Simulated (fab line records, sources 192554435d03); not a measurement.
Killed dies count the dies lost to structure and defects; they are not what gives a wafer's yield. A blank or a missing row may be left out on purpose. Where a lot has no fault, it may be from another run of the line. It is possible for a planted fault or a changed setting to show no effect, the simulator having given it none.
Comparing a struck lot with a sound one | flow n5-finfet | 15 steps out of a route of 1938
Sound: wafers L374.1, L374.4, L374.6. Struck: wafer L385.5 (left out: L385.4, a lot-mate that was not struck); the cause follows at the end.
Per side, at each step with rows, come the tool, then ch with its chambers, and then its first start. Under that, the readings that differ: sound wafers | struck wafers | difference of the means | sigmas: that difference in standard deviations of wafers without a fault.
alike: readings whose means differ by less than 2 such deviations, and words and numbers that are the same on both sides. not compared: withheld readings, readings that some wafer has no value for, bounds like >300 that may hide the same value, and numbers for which the record gives no deviation and whose values overlap.
A row with sigmas, a row that says differs or no value, or rows on one side alone: a step with any of these is where the two part. Numbers that have no deviation but don't overlap get no sigmas and don't part them. A reading missing from all wafers of one side parts the sides only when that side holds two or more wafers.

first, 3 steps without rows for these wafers: N5_SD_EPI_N_EXPOSE_06 (exposes mask SD N BLK, target cd 120 nm); N5_SD_EPI_N_PEB_07 (peb time 60 s); N5_SD_EPI_N_DEVELOP_08 (develop time 30 s).
N5_SD_EPI_N_CD_MEAS_09: the cd target is 120 nm.
  sound on cd-sem-01 ch 0, day 5 07:52; struck on cd-sem-01 ch 0, day 8 01:30
  alike: cd-nm
N5_SD_EPI_N_OVL_MEAS_10:
  sound on overlay-01 ch 0, day 5 07:53; struck on overlay-02 ch 0, day 8 01:31
  reading           | sound       | struck | difference | sigmas
  SD_N_BLK_OVL (nm) | 0.8 1.0 1.3 | -0.6   | -1.6       | -2
N5_SD_EPI_N_INSPECT_11: inspects for defects (macro).
  sound on defect-inspect-02 at day 5 07:55; struck on defect-inspect-02 at day 8 01:33
  reading          | sound | struck | difference | sigmas
  raw-defect-count | 2 1 5 | 0      | -3         | -2
N5_SD_EPI_N_DESCUM_14: chemistry O2, time 7.9 s.
  sound on rie-diel-05 ch 0,3, day 5 07:57; struck on rie-diel-03 ch 3, day 8 01:40
  alike: chamber-pressure-mTorr, drypump-motor-current-A, oes-product-au, rf-vpp-V, showerhead-plenum-p-Torr, throttle-valve-pct
  not compared: rf-hours-counter-h
N5_SD_EPI_N_ETCH_34: etches SiARC in CF4, target depth 45.5 nm, time 75.8 s.
  sound on rie-diel-05 ch 0,3, day 5 07:59; struck on rie-diel-03 ch 3, day 8 01:42
  alike: chamber-pressure-mTorr, drypump-motor-current-A, etch-rf-on-time-s, oes-product-au, rf-vpp-V, showerhead-plenum-p-Torr, throttle-valve-pct
  not compared: rf-hours-counter-h
N5_SD_EPI_N_ETCH_35: etches SOC in N2/H2, overetch 108 nm, time 486 s.
  sound on rie-diel-05 ch 0,3, day 5 08:02; struck on rie-diel-03 ch 3, day 8 01:46
  alike: chamber-pressure-mTorr, drypump-motor-current-A, oes-product-au, rf-vpp-V, showerhead-plenum-p-Torr, throttle-valve-pct
  not compared: rf-hours-counter-h
then, 1 step without rows for these wafers: N5_SD_EPI_N_STRIP_36 (strips in N2/H2).
N5_SD_EPI_N_ETCHBACK_44: etches SiNx in CH3F/O2, stops on SiO2, target depth 14.5 nm.
  sound on rie-diel-05 ch 0,3, day 5 08:22; struck on rie-diel-03 ch 3, day 8 02:05
  reading      | sound       | struck | difference | sigmas
  rf-vpp-V (V) | 301 300 301 | 285    | -16        | -2
  alike: chamber-pressure-mTorr, drypump-motor-current-A, oes-product-au, showerhead-plenum-p-Torr, throttle-valve-pct
  not compared: rf-hours-counter-h
N5_SD_EPI_N_ETCH_45: etches SiOCN in CH3F/O2, target depth 6 nm.
  sound on rie-diel-05 ch 0,3, day 5 08:28; struck on rie-diel-03 ch 3, day 8 02:11
  alike: chamber-pressure-mTorr, drypump-motor-current-A, oes-product-au, rf-vpp-V, showerhead-plenum-p-Torr, throttle-valve-pct
  not compared: rf-hours-counter-h
N5_SD_EPI_N_ETCH_16: etches SiO2 in CHF3/O2, target depth 5 nm.
  sound on rie-diel-05 ch 0,3, day 5 08:34; struck on rie-diel-03 ch 3, day 8 02:17
  reading                                     | sound             | struck | difference | sigmas
  oes-product-au (a.u.)                       | 0.72 0.84 0.72    | 1.12   | +0.36      | +4
  rf-vpp-V (V)                                | 532 528 531       | 505    | -25        | -2
  model.etch.depth-nm (nm)                    | 4.973 4.925 4.963 | 6.61   | +1.66      |
  model.SiARC_of_SD_EPI_N_COAT_33.thk-nm (nm) | 12.2 13 12.2      | 11.4   | -1.1       |
  alike: chamber-pressure-mTorr, drypump-motor-current-A, showerhead-plenum-p-Torr, throttle-valve-pct
  not compared: rf-hours-counter-h
then, 1 step without rows for these wafers: N5_SD_EPI_N_STRIP_47 (strips in CHF3/O2).
-- a jump in the record: the struck wafers' starts before and after are 6 days apart (it breaks off in module SD_EPI_N and resumes in module BEOL_M4, where the first step shown is number 1111 of the route) --
N5_BEOL_M4_RC_MEAS_101:
  sound on prober-01 ch 0, day 10 03:45; struck on prober-01 ch 0, day 13 18:43
  reading        | sound          | struck | difference | sigmas
  IOFF_N (nA/um) | 0.22 0.13 0.15 | 0.10   | -0.07      | -2
  IOFF_P (nA/um) | 0.29 0.19 0.21 | 0.15   | -0.08      | -2
  ION_N (uA/um)  | 689 671 672    | 654    | -23        | -2
  ION_P (uA/um)  | 474 466 467    | 449    | -20        | -2
  VT_N (mV)      | 244 250 251    | 256    | +8         | +2
  VT_P (mV)      | -244 -251 -248 | -256   | -8         | -3
  alike: DIBL_N, DIBL_P, SS_N, SS_P

## WHERE THEY PART
Earliest at N5_SD_EPI_N_OVL_MEAS_10; latest, in this record, at N5_BEOL_M4_RC_MEAS_101.

WHY: whatever the simulator had introduced
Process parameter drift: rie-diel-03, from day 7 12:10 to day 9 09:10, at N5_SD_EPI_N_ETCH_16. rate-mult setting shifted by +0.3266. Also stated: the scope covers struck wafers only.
